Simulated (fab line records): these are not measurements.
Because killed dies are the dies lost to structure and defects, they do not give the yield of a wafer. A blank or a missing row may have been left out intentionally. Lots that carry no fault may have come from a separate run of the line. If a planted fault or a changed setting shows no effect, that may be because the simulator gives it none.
fab line records ; flow n5_finfet
[record] lots = 14; wafers = 42; last_day = 17
route steps=1938 shown BEOL_M14@1728
lots with no fault: from the same line, run without faults
start_h: hours from the record's first day to the start of the lot's first wafer shown ; wait_h: how many hours have passed since the lot's step before this one ; " same as the row above ; L1.1+2: a single row standing in for several wafers ; - value missing, or start not given ; * or withheld: withheld ; < > ~ a bound
route shown NAME@n: NAME is a module with steps in the file, n the number in the route of the first one ; usual: mean and standard deviation over wafers with no fault ; same: alike in all rows ; chamber/n: place in a boat ; sites: the reading at each site ; _std_site: the standard deviation of these ; _edge_site: inner sites' mean taken away from outer sites' mean ; radius_mm: how far each site lies from the wafer's centre ; mask NAME#n: copy n ; behind: the most recent tool/chamber to have shaped the wafer ; hold: what put the lot on hold/how long, in hours/how the hold closed ; device: names the non-switching transistor (n, p or np) ; end of line: the same wafers' tests at the end of the route ; a step given without rows: its recipe and nothing more ; killed: the dies lost at the first sort to structure and to defects; this is not the yield of the wafer ; map: a wafer's dies, x killed, . not, _ none there
set.NAME: the setting as run; set.NAME@STEP: as run at that earlier step ; model.NAME: the simulator's own value behind a step, which no gauge read
a sample of lots followed through the steps of the route, with each step as a table and each wafer as a row
services: a tool's chamber out of use, with start hour (start_h, from the record's first day; less than 0 if before it), hours out, and reason
[[steps]]
[step N5_BEOL_M14_INSPECT_12]
[recipe] mode = adi; inspect_instrument = macro
[usual] raw_defect_count = 2.0/1.4
lot.wafer;tool;chamber;start_h;wait_h;raw_defect_count
L951.3;defect_inspect-02;-;260.63;0.0;2
L951.5;defect_inspect-02;-;260.63;0.0;2
L951.6;defect_inspect-02;-;260.63;0.0;1
L952.3;defect_inspect-02;-;261.19;0.0;2
L952.4;defect_inspect-02;-;261.19;0.0;2
L952.5;defect_inspect-02;-;261.19;0.0;4
L953.2;defect_inspect-01;-;261.41;0.0;4
L953.4;defect_inspect-01;-;261.41;0.0;0
L953.5;defect_inspect-01;-;261.41;0.0;2
L955.4;defect_inspect-02;-;270.70;0.0;3
L955.5;defect_inspect-02;-;270.70;0.0;1
L955.6;defect_inspect-02;-;270.70;0.0;1
L957.2;defect_inspect-01;-;289.22;0.0;3
L957.3;defect_inspect-01;-;289.22;0.0;1
L957.5;defect_inspect-01;-;289.22;0.0;3
L960.1;defect_inspect-01;-;307.80;0.0;0
L960.3;defect_inspect-01;-;307.80;0.0;1
L960.4;defect_inspect-01;-;307.80;0.0;2
L961.2;defect_inspect-02;-;315.70;0.0;1
L961.5;defect_inspect-02;-;315.70;0.0;0
L961.6;defect_inspect-02;-;315.70;0.0;5
L962.3;defect_inspect-02;-;318.34;0.0;4
L962.4;defect_inspect-02;-;318.34;0.0;1
L962.6;defect_inspect-02;-;318.34;0.0;1
L969.2;defect_inspect-01;-;349.09;0.0;1
L969.3;defect_inspect-01;-;349.09;0.0;1
L969.6;defect_inspect-01;-;349.09;0.0;1
L968.1;defect_inspect-01;-;357.41;0.0;3
L968.2;defect_inspect-01;-;357.41;0.0;3
L968.3;defect_inspect-01;-;357.41;0.0;4
L972.2;defect_inspect-01;-;363.24;0.0;0
L972.3;defect_inspect-01;-;363.24;0.0;4
L972.5;defect_inspect-01;-;363.24;0.0;1
L970.1;defect_inspect-02;-;372.99;0.0;1
L970.2;defect_inspect-02;-;372.99;0.0;1
L970.6;defect_inspect-02;-;372.99;0.0;0
L971.1;defect_inspect-01;-;373.85;0.0;3
L971.2;defect_inspect-01;-;373.85;0.0;1
L971.6;defect_inspect-01;-;373.85;0.0;1
L974.4;defect_inspect-02;-;382.42;0.0;2
L974.5;defect_inspect-02;-;382.42;0.0;7
L974.6;defect_inspect-02;-;382.42;0.0;6
[step N5_BEOL_M14_STRIP_64]
[recipe] chemistry = O2; power_w = 600; temp_c = 60; pressure_mtorr = 30; rf_frequency_hz = 6e+07; bias_power_w = 0; overash_fraction = 0.3; o2_flow_sccm = 225
[usual] drypump_motor_current_A = 5.8/0.46; oes_product_au = 0.79/0.085; rf_vpp_V = 3.7/0.49; showerhead_plenum_p_Torr = 2.10/0.077; throttle_valve_pct = 16.54/0.22
[same] overash_fraction = 0.3
lot.wafer;tool;chamber;start_h;wait_h;drypump_motor_current_A;oes_product_au;rf_hours_counter_h;rf_vpp_V;showerhead_plenum_p_Torr;throttle_valve_pct
L951.3;rie_diel-05;0;-;-;5.2;0.68;250;3.9;2.15;16.88
L951.5;rie_diel-05;3;-;-;5.4;0.71;-;3.5;2.07;16.84
L951.6;rie_diel-05;0;-;-;5.2;0.68;-;3.4;2.15;16.86
L952.3;rie_diel-01;3;-;-;5.1;0.78;93;3.6;2.20;16.39
L952.4;rie_diel-01;1;-;-;6.1;0.70;224;3.8;1.98;16.63
L952.5;rie_diel-01;1;-;-;6.1;0.70;-;4.5;1.99;16.64
L953.2;rie_diel-03;1;-;-;5.7;0.76;130;4.5;2.19;16.38
L953.4;rie_diel-03;0;-;-;6.3;0.85;56;4.7;2.04;16.59
L953.5;rie_diel-03;0;-;-;6.3;0.86;-;3.7;2.05;16.59
L955.4;rie_diel-01;0;-;-;5.5;0.90;28;3.6;2.14;16.09
L955.5;rie_diel-01;1;-;-;6.1;0.70;-;4.6;1.98;16.64
L955.6;rie_diel-01;0;-;-;5.5;0.89;-;3.7;2.14;16.10
L957.2;rie_diel-03;3;-;-;6.3;0.75;166;4.7;2.00;16.63
L957.3;rie_diel-03;0;-;-;6.3;0.84;65;3.1;2.04;16.60
L957.5;rie_diel-03;1;-;-;5.7;0.76;-;3.7;2.19;16.39
L960.1;rie_diel-05;1;-;-;6.1;0.89;33;3.2;2.04;16.41
L960.3;rie_diel-05;2;-;-;6.3;0.68;240;2.9;2.07;16.91
L960.4;rie_diel-05;0;-;-;5.2;0.94;8;3.6;2.15;16.40
L961.2;rie_diel-03;1;-;-;5.7;0.74;149;4.1;2.19;16.42
L961.5;rie_diel-03;3;-;-;6.3;0.73;-;3.6;2.00;16.65
L961.6;rie_diel-03;1;-;-;5.7;0.75;-;3.2;2.19;16.42
L962.3;rie_diel-01;3;-;-;5.1;0.75;115;2.6;2.19;16.41
L962.4;rie_diel-01;1;-;-;6.1;0.68;243;3.2;1.98;16.66
L962.6;rie_diel-01;2;-;-;5.4;0.78;-;3.8;2.21;16.54
L969.2;rie_diel-03;3;-;-;6.2;0.72;190;3.5;2.00;16.69
L969.3;rie_diel-03;2;-;-;6.6;0.96;2;3.4;2.14;16.55
L969.6;rie_diel-03;3;-;-;6.3;0.73;-;2.5;2.00;16.69
L968.1;rie_diel-03;3;-;-;6.3;0.72;194;4.4;1.99;16.69
L968.2;rie_diel-03;2;-;-;6.6;0.94;6;3.4;2.14;16.57
L968.3;rie_diel-03;0;-;-;6.3;0.81;92;3.0;2.03;16.65
L972.2;rie_diel-05;1;-;-;6.1;0.84;57;3.5;2.04;16.46
L972.3;rie_diel-05;0;-;-;5.2;0.87;32;3.2;2.14;16.46
L972.5;rie_diel-05;1;-;-;6.2;0.85;-;3.3;2.04;16.46
L970.1;rie_diel-01;1;-;-;6.1;0.94;7;3.3;2.24;16.26
L970.2;rie_diel-01;0;-;-;5.5;0.85;63;3.5;2.12;16.15
L970.6;rie_diel-01;0;-;-;5.5;0.84;-;3.5;2.12;16.16
L971.1;rie_diel-01;1;-;-;6.1;0.93;8;4.4;2.24;16.26
L971.2;rie_diel-01;2;-;-;5.4;0.75;147;3.4;2.20;16.57
L971.6;rie_diel-01;3;-;-;5.1;0.74;-;4.4;2.18;16.48
L974.4;rie_diel-05;3;-;-;5.4;0.96;4;3.2;2.05;16.42
L974.5;rie_diel-05;2;-;-;6.3;0.93;-;2.9;2.06;16.49
L974.6;rie_diel-05;1;-;-;6.1;0.85;-;3.9;2.03;16.49
[step N5_BEOL_M14_EXPOSE_25]
[recipe] mask_id = M14; na = 0.8; source_shape = annular; sigma_inner = 0.5; sigma_outer = 0.8; polarization = unpolarized; target_cd_nm = 280; dose_mj = 26.6
[usual] exposure_dose_mJ_cm2 = 26.587/0.027; focus_offset_nm = 0.1/0.46
lot.wafer;tool;chamber;start_h;wait_h;mask;exposure_dose_mJ_cm2;focus_offset_nm
L951.3;krf_scanner-01;0;261.26;-;M14#0;26.594;-0.6
L951.5;krf_scanner-01;0;261.26;-;M14#0;26.580;-0.7
L951.6;krf_scanner-01;0;261.26;-;M14#0;26.590;0.2
L952.3;krf_scanner-02;0;261.95;-;M14#0;26.567;-0.5
L952.4;krf_scanner-02;0;261.95;-;M14#0;26.561;0.4
L952.5;krf_scanner-02;0;261.95;-;M14#0;26.574;0.3
L953.2;krf_scanner-01;0;262.43;-;M14#0;26.632;1.1
L953.4;krf_scanner-01;0;262.43;-;M14#0;26.601;-0.2
L953.5;krf_scanner-01;0;262.43;-;M14#0;26.594;0.6
L955.4;krf_scanner-01;0;271.34;-;M14#0;26.543;0.4
L955.5;krf_scanner-01;0;271.34;-;M14#0;26.587;0.1
L955.6;krf_scanner-01;0;271.34;-;M14#0;26.581;0.0
L957.2;krf_scanner-01;0;289.98;-;M14#0;26.582;-0.3
L957.3;krf_scanner-01;0;289.98;-;M14#0;26.605;0.0
L957.5;krf_scanner-01;0;289.98;-;M14#0;26.608;0.0
L960.1;krf_scanner-01;-;308.53;-;M14#0;-;-
L960.3;krf_scanner-01;-;308.53;-;M14#0;-;-
L960.4;krf_scanner-01;-;308.53;-;M14#0;-;-
L961.2;krf_scanner-01;-;316.36;-;M14#0;-;-
L961.5;krf_scanner-01;-;316.36;-;M14#0;-;-
L961.6;krf_scanner-01;-;316.36;-;M14#0;-;-
L962.3;krf_scanner-02;0;319.10;-;M14#0;26.609;-0.5
L962.4;krf_scanner-02;0;319.10;-;M14#0;26.569;0.3
L962.6;krf_scanner-02;0;319.10;-;M14#0;26.628;-0.7
L969.2;krf_scanner-02;0;349.99;-;M14#0;26.580;0.6
L969.3;krf_scanner-02;0;349.99;-;M14#0;26.590;-0.3
L969.6;krf_scanner-02;0;349.99;-;M14#0;26.611;-0.7
L968.1;krf_scanner-01;0;358.16;-;M14#0;26.616;-0.1
L968.2;krf_scanner-01;0;358.16;-;M14#0;26.614;-0.4
L968.3;krf_scanner-01;0;358.16;-;M14#0;26.598;-0.5
L972.2;krf_scanner-02;0;363.99;-;M14#0;26.579;0.5
L972.3;krf_scanner-02;0;363.99;-;M14#0;26.576;0.2
L972.5;krf_scanner-02;0;363.99;-;M14#0;26.589;0.5
L970.1;krf_scanner-01;0;374.08;-;M14#0;26.618;0.3
L970.2;krf_scanner-01;0;374.08;-;M14#0;26.599;0.0
L970.6;krf_scanner-01;0;374.08;-;M14#0;26.628;0.3
L971.1;krf_scanner-02;0;374.99;-;M14#0;26.564;0.0
L971.2;krf_scanner-02;0;374.99;-;M14#0;26.590;0.7
L971.6;krf_scanner-02;0;374.99;-;M14#0;26.562;0.5
L974.4;krf_scanner-02;0;383.06;-;M14#0;26.580;0.8
L974.5;krf_scanner-02;0;383.06;-;M14#0;26.574;0.1
L974.6;krf_scanner-02;0;383.06;-;M14#0;26.581;-0.3
[step N5_BEOL_M14_DESCUM_33]
[recipe] chemistry = O2; time_s = 7.9; source_power_w = 50; bias_power_w = 20; pressure_mtorr = 20; rf_frequency_hz = 2.712e+07; temp_c = 40; o2_flow_sccm = 225
[usual] drypump_motor_current_A = 5.8/0.47; oes_product_au = 0.79/0.087; rf_vpp_V = 243.4/1.4; showerhead_plenum_p_Torr = 2.10/0.072; throttle_valve_pct = 20.29/0.22
lot.wafer;tool;chamber;start_h;wait_h;drypump_motor_current_A;oes_product_au;rf_hours_counter_h;rf_vpp_V;showerhead_plenum_p_Torr;throttle_valve_pct
L951.3;rie_diel-05;2;261.75;0.3;6.3;0.68;222;244.4;2.07;20.59
L951.5;rie_diel-05;3;261.75;0.3;5.3;0.71;-;243.2;2.06;20.57
L951.6;rie_diel-05;2;261.75;0.3;6.3;0.68;-;243.0;2.07;20.61
L952.3;rie_diel-05;2;262.44;0.3;6.3;0.69;222;243.3;2.07;20.59
L952.4;rie_diel-05;3;262.44;0.3;5.3;0.71;-;241.6;2.06;20.56
L952.5;rie_diel-05;1;262.44;0.3;6.2;0.92;-;242.1;2.05;20.16
L953.2;rie_diel-03;3;262.91;0.3;6.3;0.75;158;242.7;2.00;20.34
L953.4;rie_diel-03;0;262.91;0.3;6.3;0.86;57;242.1;2.04;20.38
L953.5;rie_diel-03;1;262.91;0.3;5.7;0.76;-;245.9;2.19;20.13
L955.4;rie_diel-03;0;271.94;0.4;6.3;0.85;59;242.5;2.04;20.36
L955.5;rie_diel-03;1;271.94;0.4;5.7;0.76;-;243.9;2.19;20.12
L955.6;rie_diel-03;2;271.94;0.4;6.6;0.68;-;246.0;2.14;20.76
L957.2;rie_diel-05;2;290.23;0.0;6.3;0.69;233;244.7;2.07;20.62
L957.3;rie_diel-05;0;290.23;0.0;5.2;0.97;1;243.7;2.15;20.18
L957.5;rie_diel-05;1;290.23;0.0;6.2;0.90;-;242.1;2.04;20.19
L960.1;rie_diel-05;0;308.83;0.1;5.2;0.92;8;243.7;2.15;20.21
L960.3;rie_diel-05;3;308.83;0.1;5.4;0.70;239;243.1;2.06;20.60
L960.4;rie_diel-05;1;308.83;0.1;6.1;0.89;33;242.8;2.04;20.20
L961.2;rie_diel-03;0;316.62;0.0;6.3;0.84;74;243.8;2.03;20.40
L961.5;rie_diel-03;1;316.62;0.0;5.7;0.75;-;245.0;2.18;20.14
L961.6;rie_diel-03;3;316.62;0.0;6.3;0.74;-;240.2;2.00;20.35
L962.3;rie_diel-05;3;319.50;0.2;5.4;0.69;243;243.1;2.05;20.61
L962.4;rie_diel-05;2;319.50;0.2;6.3;0.67;245;242.2;2.06;20.63
L962.6;rie_diel-05;0;319.50;0.2;5.2;0.91;-;243.5;2.15;20.21
L969.2;rie_diel-05;0;350.53;0.3;5.2;0.89;26;244.5;2.14;20.20
L969.3;rie_diel-05;1;350.53;0.3;6.2;0.86;51;242.3;2.03;20.22
L969.6;rie_diel-05;3;350.53;0.3;5.3;0.69;-;242.3;2.05;20.63
L968.1;rie_diel-05;0;358.42;0.0;5.2;0.89;29;242.9;2.14;20.22
L968.2;rie_diel-05;1;358.42;0.0;6.2;0.85;54;241.6;2.03;20.22
L968.3;rie_diel-05;2;358.42;0.0;6.3;0.97;1;242.2;2.06;20.28
L972.2;rie_diel-01;3;364.25;0.0;5.1;0.74;134;244.1;2.18;20.17
L972.3;rie_diel-01;1;364.25;0.0;6.1;0.95;4;244.3;2.23;20.03
L972.5;rie_diel-01;3;364.25;0.0;5.1;0.74;-;246.8;2.18;20.19
L970.1;rie_diel-01;2;374.41;0.1;5.4;0.76;147;245.1;2.19;20.33
L970.2;rie_diel-01;1;374.41;0.1;6.1;0.93;8;245.3;2.23;20.03
L970.6;rie_diel-01;0;374.41;0.1;5.5;0.84;-;242.9;2.12;19.89
L971.1;rie_diel-05;1;375.25;0.0;6.1;0.84;61;241.8;2.03;20.26
L971.2;rie_diel-05;2;375.25;0.0;6.3;0.92;8;242.3;2.06;20.30
L971.6;rie_diel-05;2;375.25;0.0;6.3;0.92;-;242.7;2.06;20.30
L974.4;rie_diel-01;1;383.42;0.1;6.1;0.92;11;245.5;2.23;20.06
L974.5;rie_diel-01;0;383.42;0.1;5.5;0.84;-;245.5;2.12;19.89
L974.6;rie_diel-01;1;383.42;0.1;6.1;0.93;-;245.2;2.23;20.06
[[services]]
tool;chamber;start_h;hours;kind
krf_scanner-02;-;238.41;3.0;pm
krf_scanner-01;-;241.41;1.0;pm
krf_scanner-01;-;242.41;3.0;pm
rie_diel-01;1;246.01;6.7;repair
krf_scanner-02;-;255.66;3.0;pm
rie_diel-05;0;261.01;-;clean
rie_diel-05;0;261.01;-;consumable_replace:focus_ring
rie_diel-05;0;261.01;24.8;scheduled_down
rie_diel-05;0;261.01;24.8;vent_cycle
krf_scanner-02;-;289.07;1.0;pm
krf_scanner-02;-;292.64;0.8;pm
krf_scanner-01;-;298.32;0.8;pm
rie_diel-01;1;300.08;2.1;repair
rie_diel-03;-;306.71;2.8;pm
rie_diel-03;2;315.09;11.2;repair
krf_scanner-01;-;323.64;1.3;pm
krf_scanner-02;-;327.63;0.8;pm
rie_diel-05;3;331.50;3.1;repair
rie_diel-05;2;334.65;-;clean
krf_scanner-02;-;337.70;2.0;repair
rie_diel-01;0;338.64;8.2;repair
krf_scanner-02;-;354.65;4.4;pm
krf_scanner-02;-;361.23;0.2;repair
krf_scanner-01;-;366.12;2.3;repair
[[key]]
[first_sign] step = N5_BEOL_M14_EXPOSE_25; reading = tool_record; direction = missing
effect none on later readings
met_at N5_BEOL_M14_EXPOSE_25
struck_lots L960,L961
later_rows_left_out L960.1,L960.3,L960.4,L961.2,L961.5,L961.6
sort_left_out L960.1,L960.3,L960.4,L961.2,L961.5,L961.6
not_acting_at N5_BEOL_M14_INSPECT_12,N5_BEOL_M14_STRIP_64,N5_BEOL_M14_DESCUM_33
onset_between 289.98 308.53
[fault] kind = skipped_step_whole; tool = krf_scanner-01; chamber = -; onset_h = 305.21; steps = N5_BEOL_M14_EXPOSE_25; scope = struck_lots_only
// sort_left_out: the simulated sort isn't trusted on such a fault, so these wafers' sort isn't shown, and their yield isn't known
// later_rows_left_out: the simulator's readings of these wafers behind a module that went badly wrong aren't trusted and aren't shown, but for the sort
